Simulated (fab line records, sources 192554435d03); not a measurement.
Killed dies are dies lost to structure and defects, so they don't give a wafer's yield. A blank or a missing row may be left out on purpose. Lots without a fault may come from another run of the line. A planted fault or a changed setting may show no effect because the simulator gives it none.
fab line records | flow n5_finfet
record lots=7 wafers=39
route steps=1938 shown FIN_SAQP@130 STI_FIN_REVEAL@190 HKMG_FIN@401 BEOL_M1@770 BEOL_M3@981
start_h: hours from the record's first day to the start of the lot's first wafer shown | wait_h: hours since the lot's step before | " the same as in the row above | L1.1+2: a row that stands for several wafers | - no value, or no start given | * or withheld: withheld | < > ~ a bound
route shown NAME@n: a module of which the file shows steps, and the number in the route of the first | usual: mean/standard deviation of fault-free wafers | same: alike in all rows | chamber/n: place in a boat | sites: the reading at each site | _std_site: their standard deviation | _edge_site: outer sites' mean less inner sites' | radius_mm: how far each site lies from the wafer's centre | mask NAME#n: copy n | behind: the tool/chamber that last shaped the wafer | hold: why the lot was held/for how many hours/how that ended | device: the transistor (n, p or np) that didn't switch | end of line: the same wafers' tests at the end of the route | a step without rows: its recipe alone | killed: dies lost to structure and defects at the first sort, not the wafer's yield | map: a wafer's dies, x killed, . not, _ none there
set.NAME: the setting as run; set.NAME@STEP: as run at that earlier step | model.NAME: the simulator's own value behind a step, which no gauge read
lots whose settings were changed on purpose; a table a step, a row a wafer
## steps
# step N5_FIN_SAQP_ETCH_65
# recipe chemistry=CF4 target=SiO2 target_depth_a=40 ion_energy_ev=350 time_s=4.4 pressure_mtorr=10 icp_w=800 bias_w=400 cf4_flow_sccm=80
# columns lot.wafer tool chamber start_h wait_h set.time_s model.etch.depth_nm
L077.1 rie_si-05 3 41.57 0.1 5.887 5.441
L077.2 " 2 " " 4.4 3.923
L077.3 " 0 " " 4.4 3.976
L077.4 " 1 " " 5.887 5.259
L077.5 " 3 " " 4.4 4.028
L077.6 " 0 " " 5.887 5.371
L078.1 rie_si-05 3 47.70 0.1 4.4 4.062
L078.2 " 0 " " 3.052 2.796
L078.3 " 1 " " 3.052 2.736
L078.4 " 2 " " 4.4 3.945
L078.5 " 2 " " 4.4 3.933
L078.6 " 3 " " 3.052 2.841
L079.1 rie_si-04 0 55.32 0.1 4.4 3.953
L079.2 " 1 " " 5.953 5.532
L079.3 " 2 " " 5.953 5.517
L079.4 " 3 " " 4.4 3.993
L079.5 " 3 " " 4.4 3.984
L079.6 " 2 " " 5.953 5.498
L081.1 rie_si-01 3 67.06 0.1 4.4 3.997
L081.2 " 2 " " 4.4 4.125
L081.4 " 1 " " 4.4 3.931
L088.1 rie_si-04 3 108.22 0.1 3.18 2.839
L088.2 " 2 " " 4.4 4.045
L088.3 " 1 " " 4.4 4.1
L088.4 " 0 " " 3.18 2.838
L088.5 " 3 " " 4.4 3.925
L088.6 " 2 " " 3.18 2.902
L090.1 rie_si-01 1 119.90 0.1 4.4 3.942
L090.2 " 0 " " 4.4 3.963
L090.3 " 2 " " 2.345 2.185
L090.4 " 3 " " 4.4 3.949
L090.5 " 1 " " 2.345 2.081
L090.6 " 0 " " 2.345 2.114
L091.1 rie_si-01 1 126.76 0.1 4.4 3.941
L091.2 " 2 " " 3.661 3.458
L091.3 " 0 " " 4.4 3.994
L091.4 " 3 " " 3.661 3.293
L091.5 " 3 " " 3.661 3.267
L091.6 " 0 " " 4.4 4.001
# step N5_STI_FIN_REVEAL_ETCHBACK_08
# recipe chemistry=C4F6/O2 target=SiO2 target_depth_a=305 time_s=10.167 ion_energy_ev=250 pressure_mtorr=30 source_w=345 bias_w=185 Ar_flow_sccm=300 C4F6_flow_sccm=10 O2_flow_sccm=10
# columns lot.wafer tool chamber start_h wait_h set.target_depth_a
L077.1+2+3+4+5+6 rie_diel-01 0,1,2,3,0,3 51.45 0.2 305
L078.1+2+3+4+5+6 rie_diel-01 2,0,1,3,2,1 60.16 0.2 305
L079.1+2+3+4+5+6 rie_diel-06 2,1,0,3,0,3 66.87 0.2 305
L081.1+2+4 rie_diel-02 2,0,1 77.41 0.2 305
L088.1+2+3+4+5+6 rie_diel-02 3,1,2,0,0,3 118.17 0.2 305
L090.1+3+4 rie_diel-06 2,3,1 130.15 0.2 305
L090.2+5+6 " 0,2,1 " " 460.2
L091.1+5+6 rie_diel-01 1,3,0 136.35 0.2 457.1
L091.2+3+4 " 2,0,3 " " 305
# step N5_STI_FIN_REVEAL_STRIP_24
# recipe chemistry=N2/H2 time_s=90 power_w=100 temp_c=40 pressure_mtorr=100 rf_frequency_hz=6e+07 bias_power_w=3 n2_flow_sccm=300 h2_flow_sccm=300
# step N5_STI_FIN_REVEAL_PRECLEAN_25
# recipe chemistry=SPM time_s=90 temp_c=120 mix=4:1
# step N5_STI_FIN_REVEAL_SRD_23
# recipe dry=ipa_marangoni time_s=30 temp_c=23 rinse_liquid=diw
# step N5_STI_FIN_REVEAL_FIN_H_MEAS_10
# usual trench_depth_nm=52.2/0.67
# columns lot.wafer tool chamber start_h wait_h set.target_depth_a@STI_FIN_REVEAL_ETCHBACK_08 trench_depth_nm
L077.1 ocd-02 - 54.40 0.0 305 52.8
L077.2 " - " " 305 52.5
L077.3 " - " " 305 52.8
L077.4 " - " " 305 53.6
L077.5 " - " " 305 52.9
L077.6 " - " " 305 54.0
L078.1 ocd-02 - 63.11 0.0 305 52.1
L078.2 " - " " 305 51.9
L078.3 " - " " 305 52.3
L078.4 " - " " 305 53.0
L078.5 " - " " 305 52.3
L078.6 " - " " 305 52.4
L079.1 ocd-01 - 69.88 0.0 305 52.6
L079.2 " - " " 305 52.6
L079.3 " - " " 305 51.7
L079.4 " - " " 305 51.5
L079.5 " - " " 305 51.3
L079.6 " - " " 305 52.3
L081.1 ocd-01 - 80.44 0.0 305 52.4
L081.2 " - " " 305 52.6
L081.4 " - " " 305 52.3
L088.1 ocd-02 - 121.13 0.0 305 52.8
L088.2 " - " " 305 52.5
L088.3 " - " " 305 52.2
L088.4 " - " " 305 52.5
L088.5 " - " " 305 52.9
L088.6 " - " " 305 53.0
L090.1 ocd-02 - 133.10 0.0 305 52.9
L090.2 " - " " 460.2 66.9
L090.3 " - " " 305 53.0
L090.4 " - " " 305 52.7
L090.5 " - " " 460.2 68.4
L090.6 " - " " 460.2 67.7
L091.1 ocd-01 - 139.33 0.0 457.1 68.0
L091.2 " - " " 305 51.8
L091.3 " - " " 305 51.3
L091.4 " - " " 305 52.5
L091.5 " - " " 457.1 68.5
L091.6 " - " " 457.1 67.8
# step N5_HKMG_FIN_DESCUM_53
# recipe chemistry=O2 time_s=7.9 source_power_w=50 bias_power_w=20 pressure_mtorr=20 rf_frequency_hz=2.712e+07 temp_c=40 resist=CAR-ArF o2_flow_sccm=225
# columns lot.wafer tool chamber start_h wait_h set.time_s model.CAR-ArF_of_HKMG_FIN_COAT_43.thk_nm
L077.1+3 rie_diel-02 1,2 89.07 0.0 7.9 83
L077.2+4+5 " 0,0,2 " " 7.9 83.2
L077.6 " 1 " " 7.9 82.8
L078.1 rie_diel-02 3 101.57 0.2 7.9 83.6
L078.2+4+5 " 2,1,0 " " 4.433 86
L078.3 " 0 " " 7.9 83.8
L078.6 " 3 " " 7.9 84.2
L079.1 rie_diel-06 1 107.22 0.0 6.534 84.4
L079.2+3 " 2,3 " " 7.9 83.6
L079.4 " 0 " " 7.9 83.4
L079.5+6 " 1,0 " " 6.534 84.6
L081.1+4 rie_diel-06 2,3 114.97 0.0 7.9 83.4
L081.2 " 0 " " 7.9 83.2
L088.1+5 rie_diel-01 2,1 158.58 0.2 7.9 83.2
L088.2 " 0 " " 9.623 82.4
L088.3+4 " 3,1 " " 9.623 82
L088.6 " 2 " " 7.9 83.4
L090.1 rie_diel-02 2 167.06 0.3 10.25 81.4
L090.2 " 3 " " 10.25 81.6
L090.3 " 0 " " 10.25 81.8
L090.4+6 " 2,3 " " 7.9 83.2
L090.5 " 0 " " 7.9 83
L091.1+4 rie_diel-02 0,3 174.79 0.0 9.912 82.2
L091.2+6 " 3,0 " " 7.9 83.2
L091.3 " 1 " " 7.9 83.4
L091.5 " 1 " " 9.912 82
# step N5_HKMG_FIN_ETCH_54
# recipe chemistry=CF4 target=SiARC target_depth_a=455 mask_material=CAR-ArF time_s=75.8 ion_energy_ev=80 pressure_mtorr=40 source_w=545 bias_w=36 Ar_flow_sccm=100 cf4_flow_sccm=100 ends=cleared
# columns lot.wafer tool chamber start_h wait_h set.time_s@HKMG_FIN_DESCUM_53 model.CAR-ArF_of_HKMG_FIN_COAT_43.thk_nm
L077.1+2+5 rie_diel-02 1,0,2 89.11 0.0 7.9 50.4
L077.3+6 " 2,1 " " 7.9 50.2
L077.4 " 0 " " 7.9 50.6
L078.1 rie_diel-02 3 101.61 0.0 7.9 50.8
L078.2 " 2 " " 4.433 53.4
L078.3 " 0 " " 7.9 51.2
L078.4+5 " 1,0 " " 4.433 53.6
L078.6 " 3 " " 7.9 51.4
L079.1 rie_diel-06 1 107.25 0.0 6.534 51.8
L079.2+3 " 2,3 " " 7.9 51.2
L079.4 " 0 " " 7.9 51
L079.5+6 " 1,0 " " 6.534 52
L081.1 rie_diel-06 2 115.01 0.0 7.9 51
L081.2+4 " 0,3 " " 7.9 50.8
L088.1+5 rie_diel-01 2,1 158.62 0.0 7.9 50.6
L088.2 " 0 " " 9.623 49.8
L088.3 " 3 " " 9.623 49.4
L088.4 " 1 " " 9.623 49.6
L088.6 " 2 " " 7.9 50.8
L090.1 rie_diel-02 2 167.10 0.0 10.25 48.8
L090.2 " 3 " " 10.25 49
L090.3 " 0 " " 10.25 49.2
L090.4+6 " 2,3 " " 7.9 50.6
L090.5 " 0 " " 7.9 50.4
L091.1 rie_diel-02 0 174.83 0.0 9.912 49.8
L091.2 " 3 " " 7.9 50.6
L091.3+6 " 1,0 " " 7.9 50.8
L091.4 " 3 " " 9.912 49.6
L091.5 " 1 " " 9.912 49.4
# step N5_HKMG_FIN_ALD_72
# recipe material=W target_thk_a=20 temp_c=300 pressure_torr=7.5 ald_precursor_family=WF6 ald_co_reactant=B2H6 pulse_time_s=1 purge_time_s=2 co_reactant_purge_time_s=2 co_reactant_pulse_time_s=3 ald_cycles=7
# columns lot.wafer tool chamber start_h wait_h set.ald_cycles model.W_of_HKMG_FIN_ALD_72.thk_nm
L077.1 cvd_w-01 1 96.14 0.2 3 0.8
L077.2+6 " 0 " " 3 1
L077.3+4+5 " 1,0,1 " " 7 2
L078.1+5 cvd_w-01 1 108.67 0.2 10 2.8
L078.2+3+4 " 0,0,1 " " 7 2
L078.6 " 0 " " 10 3
L079.1+4+6 cvd_w-02 1,1,0 114.84 0.2 7 2
L079.2+3+5 " 0,0,1 " " 9 2.6
L081.1 cvd_w-01 1 121.89 0.2 7 1.8
L081.2 " 0 " " 7 2.2
L081.4 " 1 " " 7 2
L088.1 cvd_w-02 0 165.71 0.2 7 2
L088.2+6 " 1 " " 7 1.8
L088.3+5 " 0 " " 8 2.2
L088.4 " 1 " " 8 2
L090.1+4 cvd_w-02 0 174.28 0.2 3 1
L090.2+3+6 " 1,1,0 " " 7 2
L090.5 " 1 " " 3 0.8
L091.1+4+5 cvd_w-01 1 182.08 0.2 7 1.8
L091.2+3+6 " 0 " " 7 2
# step N5_BEOL_M1_ETCH_64
# recipe chemistry=N2/H2 target=SOC target_depth_a=750 overetch_a=150 mask_material=SiARC temp_c=40 time_s=112.5 ion_energy_ev=200 pressure_mtorr=30 source_w=840 bias_w=150 n2_flow_sccm=200 h2_flow_sccm=200
# columns lot.wafer tool chamber start_h wait_h set.time_s model.etch.depth_nm model.SiARC_of_BEOL_M1_COAT_62.thk_nm model.BEOL_M1.cd_offset_nm
L077.1 rie_diel-05 3 139.73 0.0 112.5 59.95 6.8 0
L077.2 " 2 " " 112.5 59.81 6.6 -0.2
L077.3 " 1 " " 80.93 59.83 8 -0.6
L077.4 " 0 " " 80.93 60.1 8.4 -0.8
L077.5 " 2 " " 112.5 59.91 6.6 -0.2
L077.6 " 3 " " 80.93 59.71 8.4 -0.4
L078.1 rie_diel-04 1 151.42 0.0 112.5 60.01 6.8 0
L078.2 " 3 " " 112.5 60.16 6.8 -0.4
L078.3 " 0 " " 112.5 60.24 6.8 -0.2
L078.4 " 2 " " 76.68 60.09 8.4 -0.6
L078.5 " 2 " " 76.68 60.22 8.4 -0.6
L078.6 " 1 " " 76.68 59.99 8.4 -1
L079.1 rie_diel-04 2 159.04 0.0 112.5 59.81 6.8 0.2
L079.2 " 3 " " 112.5 59.96 6.8 -0.4
L079.3 " 1 " " 50.72 40.53 9.6 -1.2
L079.4 " 0 " " 50.72 40.66 9.6 -1.4
L079.5 " 3 " " 112.5 59.89 6.8 -0.6
L079.6 " 2 " " 50.72 41.07 9.6 -1.2
L081.1 rie_diel-03 2 165.30 0.0 112.5 60.14 6.8 -0.2
L081.2 " 0 " " 112.5 60.16 6.8 -0.4
L081.4 " 1 " " 112.5 60.06 7 0.2
L088.1 rie_diel-05 0 213.21 0.0 136.8 59.78 6 0.2
L088.2 " 3 " " 136.8 60.12 5.8 0.4
L088.3 " 1 " " 112.5 60 6.6 -0.4
L088.4 " 2 " " 136.8 60.09 5.6 -0.2
L088.5 " 1 " " 112.5 60.02 6.6 -0.2
L088.6 " 0 " " 112.5 59.96 7 -0.4
L090.1 rie_diel-04 0 220.84 0.0 112.5 59.98 6.8 0
L090.2 " 3 " " 69.75 54.27 8.8 -1.2
L090.3 " 1 " " 69.75 54.55 8.8 -0.8
L090.4 " 1 " " 112.5 60.14 7 0
L090.5 " 3 " " 69.75 54.11 8.8 -1
L090.6 " 0 " " 112.5 59.88 6.8 0
L091.1 rie_diel-03 1 227.51 0.0 112.5 59.92 7 -0.2
L091.2 " 3 " " 73.2 59.17 8.6 -0.8
L091.3 " 0 " " 112.5 59.99 6.8 0
L091.4 " 0 " " 73.2 58.07 8.6 -0.8
L091.5 " 1 " " 112.5 59.98 6.8 -0.2
L091.6 " 3 " " 73.2 59.03 8.6 -1
# step N5_BEOL_M1_STRIP_65
# recipe chemistry=N2/H2 temp_c=40 n2_flow_sccm=200 h2_flow_sccm=200 rf_frequency_hz=6e+07
# step N5_BEOL_M1_STRIP_75
# recipe chemistry=N2/H2 temp_c=40 n2_flow_sccm=200 h2_flow_sccm=200 rf_frequency_hz=6e+07
# step N5_BEOL_M1_STRIP_66
# recipe chemistry=CF4 resist=SiARC power_w=300 bias_power_w=75 pressure_mtorr=50 cf4_flow_sccm=150 rf_frequency_hz=6e+07
# step N5_BEOL_M1_HM_OPEN_17
# recipe chemistry=Cl2/BCl3 target_depth_a=200 overetch_a=60 target=TiN mask_material=SOC ion_energy_ev=150 pressure_mtorr=10 icp_w=1000 bias_w=126 Cl2_flow_sccm=53.25 bcl3_flow_sccm=21.75 Ar_flow_sccm=25
# columns lot.wafer tool chamber start_h wait_h set.time_s@BEOL_M1_ETCH_64 model.BEOL_M1.cd_offset_nm
L077.1 rie_metal-03 0 139.91 0.0 112.5 -0.2
L077.2+5 " 1 " " 112.5 -0.4
L077.3 " 0 " " 80.93 -0.8
L077.4 " 1 " " 80.93 -1
L077.6 " 0 " " 80.93 -0.6
L078.1 rie_metal-01 1 151.59 0.0 112.5 0
L078.2 " 0 " " 112.5 -0.4
L078.3 " 1 " " 112.5 -0.2
L078.4+5 " 0 " " 76.68 -0.6
L078.6 " 1 " " 76.68 -1
L079.1 rie_metal-01 0 159.21 0.0 112.5 0.2
L079.2 " 1 " " 112.5 -0.2
L079.3 " 0 " " 50.72 -1.2
L079.4 " 1 " " 50.72 -1.4
L079.5 " 1 " " 112.5 -0.4
L079.6 " 0 " " 50.72 -1
L081.1 rie_metal-01 1 165.47 0.0 112.5 -0.2
L081.2 " 0 " " 112.5 -0.4
L081.4 " 0 " " 112.5 0.2
L088.1+4 rie_metal-02 0,1 213.38 0.0 136.8 0
L088.2 " 1 " " 136.8 0.6
L088.3 " 0 " " 112.5 -0.4
L088.5 " 1 " " 112.5 -0.2
L088.6 " 0 " " 112.5 -0.6
L090.1+6 rie_metal-01 0,1 221.01 0.0 112.5 0
L090.2 " 1 " " 69.75 -1.2
L090.3+5 " 1,0 " " 69.75 -0.8
L090.4 " 0 " " 112.5 0.2
L091.1 rie_metal-01 0 227.68 0.0 112.5 0
L091.2+4+6 " 1 " " 73.2 -0.8
L091.3 " 0 " " 112.5 0.2
L091.5 " 0 " " 112.5 -0.2
# step N5_BEOL_M3_ETCH_41
# recipe chemistry=CH3F/O2 target=SiCN target_depth_a=299 taper_deg=2 time_s=52.5 ion_energy_ev=120 mask_material=TiN pressure_mtorr=30 source_w=395 bias_w=75 Ar_flow_sccm=150 CH3F_flow_sccm=30 O2_flow_sccm=20
# columns lot.wafer tool chamber start_h wait_h set.target_depth_a model.etch.depth_nm
L077.1 rie_diel-03 2 - - 299 19.56
L077.2 " 1 " " 299 19.65
L077.3 " 1 " " 405.2 26.55
L077.4 " 2 " " 299 19.52
L077.5 " 1 " " 405.2 26.62
L077.6 " 2 " " 405.2 26.7
L078.1 rie_diel-03 0 - - 468.5 31.06
L078.2 " 1 " " 468.5 30.9
L078.3 " 2 " " 299 19.88
L078.4 " 2 " " 299 19.72
L078.5 " 1 " " 299 19.73
L078.6 " 0 " " 468.5 31.01
L079.1 rie_diel-05 3 - - 299 19.74
L079.2 " 2 " " 450.6 30.4
L079.3 " 0 " " 299 19.65
L079.4 " 1 " " 450.6 30.62
L079.5 " 0 " " 450.6 29.53
L079.6 " 3 " " 299 19.9
L081.1 rie_diel-03 2 - - 299 19.87
L081.2 " 3 " " 299 20.16
L081.4 " 0 " " 299 19.92
L088.1 rie_diel-03 2 - - 299 21.18
L088.2 " 3 " " 299 20.22
L088.3 " 0 " " 299 20.13
L088.4 " 1 " " 299 19.75
L088.5 " 0 " " 299 20.05
L088.6 " 3 " " 299 20.24
L090.1 rie_diel-05 0 - - 299 20.1
L090.2 " 1 " " 177.7 12.05
L090.3 " 3 " " 299 19.94
L090.4 " 2 " " 177.7 12.13
L090.5 " 2 " " 299 20.29
L090.6 " 3 " " 177.7 11.89
L091.1 rie_diel-04 0 - - 181.7 12.24
L091.2 " 1 " " 181.7 11.78
L091.3 " 2 " " 299 19.84
L091.4 " 3 " " 299 19.72
L091.5 " 0 " " 299 19.86
L091.6 " 1 " " 181.7 11.92
## key
split step=N5_FIN_SAQP_ETCH_65 setting=time_s stated=4.4 by=wafer
response step=N5_FIN_SAQP_ETCH_65 reading=model.etch.depth_nm change=+0.0405 per=1% r=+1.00
split step=N5_STI_FIN_REVEAL_ETCHBACK_08 setting=target_depth_a stated=305 by=wafer
response step=N5_STI_FIN_REVEAL_FIN_H_MEAS_10 reading=trench_depth_nm change=+0.308 per=1% r=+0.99
split step=N5_HKMG_FIN_DESCUM_53 setting=time_s stated=7.9 by=wafer
response step=N5_HKMG_FIN_DESCUM_53 reading=model.CAR-ArF_of_HKMG_FIN_COAT_43.thk_nm change=-0.0496 per=1% r=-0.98
response step=N5_HKMG_FIN_ETCH_54 reading=model.CAR-ArF_of_HKMG_FIN_COAT_43.thk_nm change=-0.0512 per=1% r=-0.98
split step=N5_HKMG_FIN_ALD_72 setting=ald_cycles stated=7 by=wafer
response step=N5_HKMG_FIN_ALD_72 reading=model.W_of_HKMG_FIN_ALD_72.thk_nm change=+0.0192 per=1% r=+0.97
split step=N5_BEOL_M1_ETCH_64 setting=time_s stated=112.5 by=wafer
response step=N5_BEOL_M1_ETCH_64 reading=model.etch.depth_nm shape=bent at_lowest=40.76 at_stated=60 at_highest=59.99
response step=N5_BEOL_M1_ETCH_64 reading=model.SiARC_of_BEOL_M1_COAT_62.thk_nm change=-0.0508 per=1% r=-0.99
response step=N5_BEOL_M1_ETCH_64 reading=model.BEOL_M1.cd_offset_nm change=+0.02 per=1% r=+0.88
response step=N5_BEOL_M1_HM_OPEN_17 reading=model.BEOL_M1.cd_offset_nm change=+0.0211 per=1% r=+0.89
split step=N5_BEOL_M3_ETCH_41 setting=target_depth_a stated=299 by=wafer
response step=N5_BEOL_M3_ETCH_41 reading=model.etch.depth_nm change=+0.2 per=1% r=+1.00
